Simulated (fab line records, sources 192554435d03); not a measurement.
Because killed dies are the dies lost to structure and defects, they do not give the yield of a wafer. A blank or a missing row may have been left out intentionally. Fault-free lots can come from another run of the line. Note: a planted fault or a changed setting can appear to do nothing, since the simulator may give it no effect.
Matching of chambers ; flow n5Finfet ; N5_MOL_CONTACT_COAG_ETCH_124 on rieDiel-04 has 4 sister chambers
The step etches SiNx in CH3F/O2, stops on SiOC, target depth 6.5 nm. 7 wafers are shown with their chamber, then 9 later ones without.

== WAFERS, EACH WITH ITS CHAMBER ==
wafer;chamber;showerheadPlenumPTorr (Torr);throttleValvePct (%)
L078.3;0;2.07;16.12
L089.1;3;1.93;16.11
L089.3;2;1.96;16.59
L089.4;0;2.06;16.15
L090.3;1;2.05;16.18
L090.5;2;1.96;16.58
L090.6;3;1.93;16.12

== WAFERS MISSING THEIR CHAMBER ==
wafer;showerheadPlenumPTorr (Torr);throttleValvePct (%)
L093.1;1.93;16.13
L093.4;2.05;16.19
L093.6;2.06;16.15
L094.1;2.06;16.16
L094.2;1.96;16.60
L094.6;2.05;16.20
L097.1;2.06;16.18
L097.2;1.96;16.61
L097.3;1.93;16.13

== THE CHAMBER EACH PASSED THROUGH ==
wafer;from the rows above;in truth
L093.1;3;3
L093.4;1;1
L093.6;can't be placed: 0 or 1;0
L094.1;can't be placed: 0 or 1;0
L094.2;2;2
L094.6;1;1
L097.1;can't be placed: 1 or 0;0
L097.2;2;2
L097.3;3;3
Placed correctly: 6 of 9. Unplaceable from these rows: 3, with the true chamber sitting among the candidates in 3. Wrongly placed: 0.
How it was worked out, from the rows above alone: a wafer's distance from a chamber is the root of the sum, over the readings, of the square of ((its reading less the chamber's mean) divided by the reading's scatter). If the next closest chamber is less than 2 further off than the closest, the wafer can't be placed; otherwise it belongs to the closest. The mean given for a chamber averages the wafers shown for that chamber. The scatter: the root of (the sum of the squares of (reading less its chamber's mean) over the shown wafers, divided by (wafers less chambers)).
